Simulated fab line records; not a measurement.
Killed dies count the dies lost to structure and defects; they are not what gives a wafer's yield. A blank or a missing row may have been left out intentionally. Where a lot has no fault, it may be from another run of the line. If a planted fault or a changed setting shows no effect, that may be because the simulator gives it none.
A lot that was struck, set against a sound lot :: flow nand_harc :: 43 steps out of a route of 1302
Sound: wafers L999.2, L999.3, L999.4. Struck: wafer L106.5 (L106.3, L106.4, from the same lot, were not struck and are left out); the cause is given at the end.
Order at every step that has rows: each side's tool, ch and its chambers, its first start. Under that, the readings that differ: sound wafers :: struck wafers :: difference of the means :: sigmas: that difference in standard deviations of wafers without a fault.
alike: same words and numbers on both sides, and readings whose means sit less than 2 such deviations apart. not compared: any withheld reading, any reading some wafer has no value for, any bound like >300 that may hide the same value, and any number with overlapping values for which the record gives no deviation.
A row with sigmas, a row that says differs or no value, or rows on one side alone: a step with any of these is where the two part. Numbers that have no deviation but don't overlap get no sigmas and don't part them. A reading that every wafer of one side lacks parts them only if that side has two wafers or more.

NHARC_P_STI_CD_MEAS_16:
  sound on cd_sem-01 at day 2 23:31; struck on cd_sem-01 at day 5 19:49
  alike: cd_nm
NHARC_P_STI_OCD_MEAS_17:
  sound on ocd-02 at day 2 23:35; struck on ocd-01 at day 5 19:55
  alike: trench_depth_nm, trench_foot_cd_nm
then, 3 steps without rows for these wafers: NHARC_P_STI_STRIP_19 (strips in SPM, time 900 s); NHARC_P_STI_PRECLEAN_32 (cleans in SC1); NHARC_P_STI_SRD_23.
NHARC_P_STI_OCD_MEAS_43:
  sound on ocd-01 at day 3 00:06; struck on ocd-02 at day 5 20:25
  alike: trench_depth_nm, trench_foot_cd_nm
then, 3 steps without rows for these wafers: NHARC_P_STI_OXIDE_33 (material SiO2, target thk 10 nm, ox time 281 s); NHARC_P_STI_HDPCVD_20 (deposits SiO2); NHARC_P_STI_ANNEAL_34 (time 1800 s).
NHARC_P_STI_CMP_21: polishes, t overpolish 20 s, target thk 380.67 nm.
  sound on cmp-02 ch 1,2,3, day 3 18:09; struck on cmp-02 ch 3, day 6 16:58
  alike: motor_current_A, overpolish_run_s, retaining_ring_pressure_frac
next, for these wafers, 1 step has no rows: NHARC_P_STI_SRD_35.
NHARC_P_STI_ETCH_36: etches SiO2 in dHF, target depth 38.8 nm.
  sound on wet_bench-06 ch 2,4,5, day 3 18:27; struck on wet_bench-06 ch 3,4,6, day 6 17:16
then, 5 steps without rows for these wafers: NHARC_P_STI_STRIP_24 (strips Si3N4 in H3PO4); NHARC_P_STI_ETCH_37 (etches SiO2 in dHF, target depth 11 nm); NHARC_P_STI_PRECLEAN_38 (cleans in SC1); NHARC_P_STI_SRD_39; NHARC_P_STI_OXIDE_40 (material SiO2, target thk 10 nm, ox time 1362 s).
NHARC_P_STI_INSPECT_25:
  sound on defect_inspect-02 at day 4 02:32; struck on defect_inspect-01 at day 7 04:10
reading: raw_defect_count
sound: 232 288 186
struck: 1127
difference: +892
sigmas: +12
then, 12 steps without rows for these wafers: NHARC_P_GATE_ETCH_69 (etches SiO2 in dHF, target depth 14 nm); NHARC_P_GATE_PRECLEAN_70 (cleans in SC1); NHARC_P_GATE_SRD_01; NHARC_P_GATE_OXIDE_02 (material SiO2, target thk 37.5 nm, ox time 365 s); NHARC_P_GATE_DEHYDRATE_03 (time 120 s); NHARC_P_GATE_HMDS_04 (time 30 s); NHARC_P_GATE_COAT_05; NHARC_P_GATE_SOFTBAKE_06 (time 95 s); NHARC_P_GATE_EBR_07; NHARC_P_GATE_EXPOSE_08 (exposes mask P HV); NHARC_P_GATE_PEB_09 (peb time 85 s); NHARC_P_GATE_DEVELOP_10 (time 70 s).
NHARC_P_GATE_CD_MEAS_11 targets a cd of 1640 nm.
  sound on cd_sem-03 ch 0, day 4 11:14; struck on cd_sem-01 ch 0, day 7 12:39
  alike: cd_nm
then, 1 step without rows for these wafers: NHARC_P_GATE_HARDBAKE_12 (time 80 s).
NHARC_P_GATE_DESCUM_13: chemistry O2, time 3 s.
  sound on rie_diel-09 ch 0,1,3, day 4 11:24; struck on rie_diel-02 ch 2, day 7 12:49
reading: throttle_valve_pct (%)
sound: 11.314 11.314 11.312
struck: 11.332
difference: +0.019
sigmas: +2
  alike: drypump_motor_current_A, mfc_ar_sccm, oes_product_au, rf_vpp_V, showerhead_plenum_p_Torr
  not compared: rf_hours_counter_h
then, 6 steps without rows for these wafers: NHARC_P_GATE_ETCH_14 (etches SiO2 in dHF, target depth 48.8 nm); NHARC_P_GATE_STRIP_15 (strips in SPM, time 780 s); NHARC_P_GATE_PRECLEAN_71 (cleans in SC1); NHARC_P_GATE_SRD_72; NHARC_P_GATE_OXIDE_16 (material SiO2, target thk 3 nm, ox time 392 s); NHARC_P_GATE_CVD_17 (deposits poly-Si, target thk 150 nm, time 900 s).
NHARC_P_GATE_HM_DEP_102: deposits aC, target thk 120 nm.
  sound on acl_dep-03 ch 0, day 5 03:04; struck on acl_dep-02 ch 0, day 8 01:30
  alike: throttle_valve_pct
NHARC_P_GATE_DEP_103: deposits SiON, target thk 30 nm.
  sound on pecvd-01 ch 0,1,2, day 5 03:37; struck on pecvd-01 ch 1, day 8 02:02
  alike: heater_power_outer_w, heater_power_w
NHARC_P_GATE_INSPECT_28:
  sound on defect_inspect-02 at day 5 04:18; struck on defect_inspect-02 at day 8 02:47
reading: raw_defect_count
sound: 3 15 11
struck: 962
difference: +952
sigmas: +99 or more
-- record jumps: 20 days between struck wafers' starts before vs after; left off in module P_GATE, resumes in module END, first step shown is number 1302 of the route --
NHARC_END_SORT_01:
  here the record holds rows for the struck wafers (prober-01 ch 0, day 28 02:39) but none for the sound ones

## WHERE THEY PART
Earliest at NHARC_P_STI_INSPECT_25; latest, in this record, at NHARC_END_SORT_01.

WHY: whatever the simulator had introduced
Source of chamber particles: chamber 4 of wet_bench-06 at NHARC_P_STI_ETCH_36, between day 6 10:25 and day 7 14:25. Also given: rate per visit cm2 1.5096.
